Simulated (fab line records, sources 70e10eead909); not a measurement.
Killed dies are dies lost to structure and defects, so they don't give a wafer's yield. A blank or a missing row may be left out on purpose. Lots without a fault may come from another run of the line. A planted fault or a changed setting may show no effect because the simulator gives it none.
A struck lot beside a sound one | flow nand_harc | 16 steps out of a route of 1302
Sound: wafers L695.1, L695.4, L695.5. Struck: wafer L708.5. (L708.1, L708.6 of the same lot were not struck and are left out.) The cause comes at the end.
At each step with rows: each side's tool, then ch and its chambers, then its first start. Under that, the readings that differ: sound wafers | struck wafers | difference of the means | sigmas: that difference in standard deviations of wafers without a fault.
alike: readings whose means differ by less than 2 such deviations, and words and numbers that are the same on both sides. not compared: withheld readings, readings that some wafer has no value for, bounds like >300 that may hide the same value, and numbers for which the record gives no deviation and whose values overlap.
The two part at a step that has a row with sigmas, a row that says differs or no value, or rows on one side only. Numbers that don't overlap but have no deviation are shown without sigmas and don't part them. A reading that every wafer of one side lacks parts them only if that side has two wafers or more.

NHARC_A_ONON_D2_THK_MEAS_08: measures by ellipsometry.
  sound on film_metro-02, day 13 16:02; struck on film_metro-02, day 19 03:40
  alike: thk_nm
then, 1 step without rows for these wafers: NHARC_A_ONON_D2_DEP_09 (target thk 1000 nm).
NHARC_A_ONON_D2_THK_MEAS_11: measures by ellipsometry.
  sound on film_metro-01, day 13 16:36; struck on film_metro-02, day 19 04:14
  reading     | sound          | struck | difference | sigmas
  thk_nm (nm) | 1017 1018 1017 | 992    | -25        | -4
then, 1 step without rows for these wafers: NHARC_A_ONON_D2_DEP_12 (target thk 1000 nm).
NHARC_A_ONON_D2_THK_MEAS_14: measures by ellipsometry.
  sound on film_metro-02, day 13 17:10; struck on film_metro-01, day 19 04:49
  alike: thk_nm
then, 2 steps without rows for these wafers: NHARC_A_ONON_D2_ANNEAL_15 (time 3600 s); NHARC_A_ONON_D2_DEP_16 (target thk 1000 nm).
NHARC_A_ONON_D2_THK_MEAS_18: measures by ellipsometry.
  sound on film_metro-01, day 14 00:45; struck on film_metro-01, day 19 12:11
  alike: thk_nm
then, 1 step without rows for these wafers: NHARC_A_ONON_D2_DEP_19 (target thk 1000 nm).
NHARC_A_ONON_D2_THK_MEAS_21: measures by ellipsometry.
  sound on film_metro-02, day 14 01:27; struck on film_metro-01, day 19 12:44
  alike: thk_nm
then, 1 step without rows for these wafers: NHARC_A_ONON_D2_DEP_22 (target thk 1000 nm).
NHARC_A_ONON_D2_THK_MEAS_24: measures by ellipsometry.
  sound on film_metro-02, day 14 02:10; struck on film_metro-02, day 19 13:19
  reading     | sound       | struck | difference | sigmas
  thk_nm (nm) | 986 987 987 | 1007   | +20        | +2
NHARC_A_ONON_D2_DEP_25: target thk 1000 nm.
  sound on pecvd_onon-03 ch 0, day 14 02:18; struck on pecvd_onon-01 ch 0, day 19 13:22
  alike: nh3_flow_sccm
NHARC_A_ONON_D2_THK_MEAS_27: measures by ellipsometry.
  sound on film_metro-02, day 14 02:49; struck on film_metro-01, day 19 13:53
  reading     | sound       | struck | difference | sigmas
  thk_nm (nm) | 995 993 994 | 1489   | +495       | +56
then, 1 step without rows for these wafers: NHARC_A_ONON_D2_DEP_28 (target thk 1000 nm).
-- the record jumps here: 11 days lie between the struck wafers' starts before and after (it left off in module A_ONON_D2 and takes up again in module END, whose first step shown is number 1302 of the route) --
NHARC_END_SORT_01:
  sound on prober-02 ch 0, day 25 12:02; struck on prober-01 ch 0, day 31 00:07
  reading         | sound      | struck | difference | sigmas
  killed_at_array | 101 77 102 | 671    | +578       | +29
  killed_dies     | 106 86 105 | 677    | +578       | +30
  alike: killed_at_other, killed_at_periphery, killed_open, killed_short

WHERE THEY PART
First at NHARC_A_ONON_D2_THK_MEAS_11; last, within this record, at NHARC_END_SORT_01.

WHY: what the simulator had put in
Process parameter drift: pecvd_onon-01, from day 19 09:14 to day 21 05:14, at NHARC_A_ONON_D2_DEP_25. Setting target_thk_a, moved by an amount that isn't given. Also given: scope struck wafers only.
